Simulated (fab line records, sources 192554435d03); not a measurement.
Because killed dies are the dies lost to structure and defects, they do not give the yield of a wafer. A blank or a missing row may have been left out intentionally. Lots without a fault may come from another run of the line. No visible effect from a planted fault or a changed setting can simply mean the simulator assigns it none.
Shared-tool check ; flow n5Finfet ; 9 lots, 27 wafers sampled

REASON IT WAS OPENED
At N5_BEOL_M2_INSPECT_30 the reading rawDefectCount is flagged on 3 of 9 lots. Wafers without a fault read 417, standard deviation 94.
Rule: flag the lot when none of its wafers has a number, or when each of its wafers that has one lies beyond 4 standard deviations from that mean. All remaining lots are regarded as sound.

lot;measured;on;rawDefectCount, wafer by wafer;flag
L165;day 6 20:51;defectInspect-01;295 431 305;
L168;day 7 06:17;defectInspect-02;349 433 302;
L167;day 7 15:26;defectInspect-01;452 451 319;
L175;day 9 14:07;defectInspect-02;1277 1027 1146;FLAGGED
L176;day 9 20:13;defectInspect-01;1143 1130 1199;FLAGGED
L177;day 10 01:53;defectInspect-02;1281 1189 1117;FLAGGED
L178;day 10 02:55;defectInspect-02;388 408 416;
L179;day 10 16:25;defectInspect-01;404 339 358;
L182;day 11 03:15;defectInspect-01;389 381 440;
Average over the flagged lots: 1168; offset from the usual +751, equal to +8 standard deviations.

WHICH TOOL EACH LOT WENT THROUGH
Before the reading, the record contains 2 process steps out of a 1938-step route. Each cell gives the tool, then ch followed by the chambers the sampled wafers passed through, then the start.
lot;flag;N5_BEOL_M2_PECVD_72;N5_BEOL_M2_STRIP_19
L165;;pecvd-02 ch 1,2, day 6 18:19;rieDiel-04 ch 0,1, day 6 20:23
L168;;pecvd-02 ch 0,1, day 7 04:23;rieDiel-04 ch 1,3, day 7 05:41
L167;;pecvd-01 ch 0,1,2, day 7 11:12;rieDiel-04 ch 0,2, day 7 14:57
L175;FLAGGED;pecvd-02 ch 1,2, day 9 10:40;rieDiel-04 ch 1,2,3, day 9 13:30
L176;FLAGGED;pecvd-01 ch 0,1, day 9 17:23;rieDiel-04 ch 0,2,3, day 9 19:37
L177;FLAGGED;pecvd-02 ch 0,1,2, day 9 22:50;rieDiel-04 ch 0,2, day 10 01:25
L178;;pecvd-03 ch 0,2, day 10 00:40;rieDiel-01 ch 0,3, day 10 02:27
L179;;pecvd-02 ch 0,1,2, day 10 12:10;rieDiel-03 ch 0,3, day 10 15:56
L182;;pecvd-02 ch 0,1,2, day 10 23:11;rieDiel-03 ch 1,2,3, day 11 02:47
These steps, and what they do:
- N5_BEOL_M2_PECVD_72: deposits SiO2 from TEOS/O2, target thk 16 nm, time 18 s.
- N5_BEOL_M2_STRIP_19: strips in O2.
- N5_BEOL_M2_INSPECT_30: inspects for defects (brightfield).

FLAGGED AGAINST TOTAL, ONE TOOL AT A TIME (gauges that did the reading follow at the end)
step;tool;lots run;flagged;share of the flagged lots;sound lots run after its first flagged lot
N5_BEOL_M2_PECVD_72;pecvd-01;2;1;some;0
N5_BEOL_M2_PECVD_72;pecvd-02;6;2;some;2 (L179,L182)
N5_BEOL_M2_PECVD_72;pecvd-03;1;0;none;-
N5_BEOL_M2_STRIP_19;rieDiel-01;1;0;none;-
N5_BEOL_M2_STRIP_19;rieDiel-03;2;0;none;-
N5_BEOL_M2_STRIP_19;rieDiel-04;6;3;all;0
N5_BEOL_M2_INSPECT_30;defectInspect-01;5;1;some;2 (L179,L182)
N5_BEOL_M2_INSPECT_30;defectInspect-02;4;2;some;1 (L178)

WHAT IS ALLOWED BY THE TABLE
1 row of the table ran every flagged lot: rieDiel-04 at N5_BEOL_M2_STRIP_19.
- rieDiel-04 at N5_BEOL_M2_STRIP_19 ran 6 lots, 3 of them flagged. Its last sound lot is L167 (day 7 14:57), its first flagged lot L175 (day 9 13:30): a fault that began between those two fits.
One tool is left: rieDiel-04 at N5_BEOL_M2_STRIP_19.

WHAT THE SIMULATOR HAD INSERTED
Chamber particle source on rieDiel-04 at N5_BEOL_M2_STRIP_19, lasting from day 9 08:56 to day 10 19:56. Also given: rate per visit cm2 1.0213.
Shown lots that were struck: L175, L176, L177. The rule above found the same.
